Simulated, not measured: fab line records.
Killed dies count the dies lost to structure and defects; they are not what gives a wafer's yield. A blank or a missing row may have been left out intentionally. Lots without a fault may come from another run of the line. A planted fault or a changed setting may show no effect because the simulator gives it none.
Matching of chambers | flow nand harc | NHARC_A_M0_DEP_32 on pecvd-04 has 3 sister chambers
The step deposits SiCN, target thk 30 nm. 16 wafers are shown with their chamber, then 8 later ones without.

## WAFERS PAIRED WITH THEIR CHAMBERS
wafer  | chamber | showerhead vpp V (V) | heater power w (W) | heater power outer w (W)
L264.1 | 2       | 1271                 | 669                | 369
L264.3 | 0       | 1282                 | 669                | 381
L264.6 | 1       | 1259                 | 645                | 368
L263.1 | 0       | 1302                 | 633                | 365
L263.2 | 2       | 1272                 | 654                | 341
L263.5 | 1       | 1251                 | 669                | 399
L270.2 | 1       | 1269                 | 618                | 348
L270.4 | 0       | 1302                 | 597                | 329
L270.6 | 1       | 1249                 | 636                | 353
L269.2 | 0       | 1311                 | 645                | 374
L269.4 | 1       | 1271                 | 664                | 401
L269.5 | 2       | 1287                 | 643                | 371
L268.2 | 0       | 1321                 | 560                | 309
L268.4 | 2       | 1277                 | 677                | 381
L268.5 | 0       | 1325                 | 573                | 315
L273.1 | 1       | 1253                 | 674                | 396

SIGNATURES (means of the wafers above)
reading              | chamber 0 | chamber 1 | chamber 2 | scatter within a chamber
showerhead vpp V     | 1307.17   | 1258.67   | 1276.75   | 11.8
heater power w       | 612.83    | 651.00    | 660.75    | 30.7
heater power outer w | 345.50    | 377.50    | 365.50    | 26
Rule: a wafer lies at a distance from a chamber equal to the root of the sum of squares, over the readings, of (its reading less the chamber's mean, divided by the reading's scatter). If the next closest chamber is less than 2 further off than the closest, the wafer can't be placed; otherwise it belongs to the closest. The scatter: take each reading less its chamber's mean, square it, sum over the shown wafers, divide by the number of wafers less the number of chambers, and take the root.

## WAFERS WHOSE CHAMBER IS MISSING
wafer  | showerhead vpp V (V) | heater power w (W) | heater power outer w (W)
L273.3 | 1325                 | 575                | 315
L273.6 | 1303                 | 568                | 319
L283.1 | 1321                 | 588                | 328
L283.4 | 1268                 | 657                | 353
L283.5 | 1231                 | 686                | 404
L285.1 | 1245                 | 604                | 332
L285.3 | 1285                 | 602                | 319
L285.4 | 1251                 | 604                | 338

## EACH ONE'S CHAMBER
wafer  | from the rows above          | in truth
L273.3 | 0                            | 0
L273.6 | 0                            | 0
L283.1 | 0                            | 0
L283.4 | can't be placed: 2 or 1      | 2
L283.5 | can't be placed: 1 or 2      | 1
L285.1 | can't be placed: 1 or 2      | 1
L285.3 | can't be placed: 0 or 2 or 1 | 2
L285.4 | can't be placed: 1 or 2      | 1
Correctly placed: 3 of 8. Can't be placed from these rows: 5 (the true chamber is among the candidates in 5). Wrongly placed: 0.
